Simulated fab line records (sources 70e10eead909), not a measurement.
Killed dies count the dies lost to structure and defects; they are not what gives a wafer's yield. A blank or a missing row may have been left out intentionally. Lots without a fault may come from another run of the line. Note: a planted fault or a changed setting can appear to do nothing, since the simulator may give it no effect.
Matching of chambers / flow nand-harc / NHARC_P_ZERO_WELL_DESCUM_54 on rie-diel-02: 3 sister chambers
The step chemistry O2, time 3 s. 18 wafers are shown with their chamber, then 8 later ones without.

EACH WAFER AND ITS CHAMBER
wafer=L075.3; chamber=1; drypump-motor-current-A (A)=5.5; oes-product-au (a.u.)=0.981; rf-vpp-V (V)=57.4
wafer=L075.4; chamber=0; drypump-motor-current-A (A)=5.8; oes-product-au (a.u.)=0.991; rf-vpp-V (V)=58.3
wafer=L075.6; chamber=0; drypump-motor-current-A (A)=5.8; oes-product-au (a.u.)=1.006; rf-vpp-V (V)=58.3
wafer=L079.1; chamber=2; drypump-motor-current-A (A)=5.9; oes-product-au (a.u.)=1.000; rf-vpp-V (V)=58.7
wafer=L079.5; chamber=0; drypump-motor-current-A (A)=5.8; oes-product-au (a.u.)=0.994; rf-vpp-V (V)=58.3
wafer=L079.6; chamber=1; drypump-motor-current-A (A)=5.5; oes-product-au (a.u.)=0.992; rf-vpp-V (V)=58.2
wafer=L080.3; chamber=1; drypump-motor-current-A (A)=5.5; oes-product-au (a.u.)=1.001; rf-vpp-V (V)=56.5
wafer=L080.4; chamber=0; drypump-motor-current-A (A)=5.7; oes-product-au (a.u.)=1.003; rf-vpp-V (V)=59.3
wafer=L080.5; chamber=0; drypump-motor-current-A (A)=5.7; oes-product-au (a.u.)=1.005; rf-vpp-V (V)=58.0
wafer=L082.3; chamber=2; drypump-motor-current-A (A)=5.9; oes-product-au (a.u.)=0.998; rf-vpp-V (V)=57.7
wafer=L082.4; chamber=1; drypump-motor-current-A (A)=5.5; oes-product-au (a.u.)=0.994; rf-vpp-V (V)=55.1
wafer=L082.6; chamber=1; drypump-motor-current-A (A)=5.5; oes-product-au (a.u.)=0.989; rf-vpp-V (V)=58.5
wafer=L085.3; chamber=0; drypump-motor-current-A (A)=5.7; oes-product-au (a.u.)=1.000; rf-vpp-V (V)=57.9
wafer=L085.4; chamber=2; drypump-motor-current-A (A)=5.9; oes-product-au (a.u.)=1.005; rf-vpp-V (V)=57.7
wafer=L085.5; chamber=1; drypump-motor-current-A (A)=5.5; oes-product-au (a.u.)=0.996; rf-vpp-V (V)=57.7
wafer=L086.2; chamber=0; drypump-motor-current-A (A)=5.8; oes-product-au (a.u.)=0.998; rf-vpp-V (V)=59.0
wafer=L086.4; chamber=1; drypump-motor-current-A (A)=5.5; oes-product-au (a.u.)=0.997; rf-vpp-V (V)=56.9
wafer=L086.6; chamber=2; drypump-motor-current-A (A)=5.9; oes-product-au (a.u.)=1.004; rf-vpp-V (V)=57.5

SIGNATURES, as means of the wafers listed above
reading=drypump-motor-current-A; chamber 0=5.757; chamber 1=5.500; chamber 2=5.900; scatter within a chamber=0.0338
reading=oes-product-au; chamber 0=0.99957; chamber 1=0.99286; chamber 2=1.00175; scatter within a chamber=0.00562
reading=rf-vpp-V; chamber 0=58.443; chamber 1=57.186; chamber 2=57.900; scatter within a chamber=0.834
Rule: a wafer lies at a distance from a chamber equal to the root of the sum of squares, over the readings, of (its reading less the chamber's mean, divided by the reading's scatter). If the next closest chamber is less than 2 further off than the closest, the wafer can't be placed; otherwise it belongs to the closest. How the scatter is found: for the shown wafers, subtract from each reading the mean of its chamber, square and add these, divide the total by (wafers less chambers), then take the root.

WAFERS WITH NO CHAMBER GIVEN
wafer=L089.1; drypump-motor-current-A (A)=5.8; oes-product-au (a.u.)=1.009; rf-vpp-V (V)=58.3
wafer=L089.4; drypump-motor-current-A (A)=5.8; oes-product-au (a.u.)=1.001; rf-vpp-V (V)=57.4
wafer=L090.1; drypump-motor-current-A (A)=5.9; oes-product-au (a.u.)=1.002; rf-vpp-V (V)=59.2
wafer=L090.2; drypump-motor-current-A (A)=5.7; oes-product-au (a.u.)=1.003; rf-vpp-V (V)=58.3
wafer=L090.6; drypump-motor-current-A (A)=5.8; oes-product-au (a.u.)=0.999; rf-vpp-V (V)=59.0
wafer=L092.1; drypump-motor-current-A (A)=5.9; oes-product-au (a.u.)=1.000; rf-vpp-V (V)=58.0
wafer=L092.3; drypump-motor-current-A (A)=5.8; oes-product-au (a.u.)=0.998; rf-vpp-V (V)=58.7
wafer=L092.5; drypump-motor-current-A (A)=5.9; oes-product-au (a.u.)=0.997; rf-vpp-V (V)=58.2

CHAMBER TAKEN BY EACH
wafer=L089.1; from the rows above=can't be placed: 0 or 2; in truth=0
wafer=L089.4; from the rows above=can't be placed: 0 or 2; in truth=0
wafer=L090.1; from the rows above=2; in truth=2
wafer=L090.2; from the rows above=0; in truth=0
wafer=L090.6; from the rows above=can't be placed: 0 or 2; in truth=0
wafer=L092.1; from the rows above=2; in truth=2
wafer=L092.3; from the rows above=can't be placed: 0 or 2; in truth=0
wafer=L092.5; from the rows above=2; in truth=2
Correctly placed: 4 of 8. Can't be placed from these rows: 4 (the true chamber is among the candidates in 4). Wrongly placed: 0.
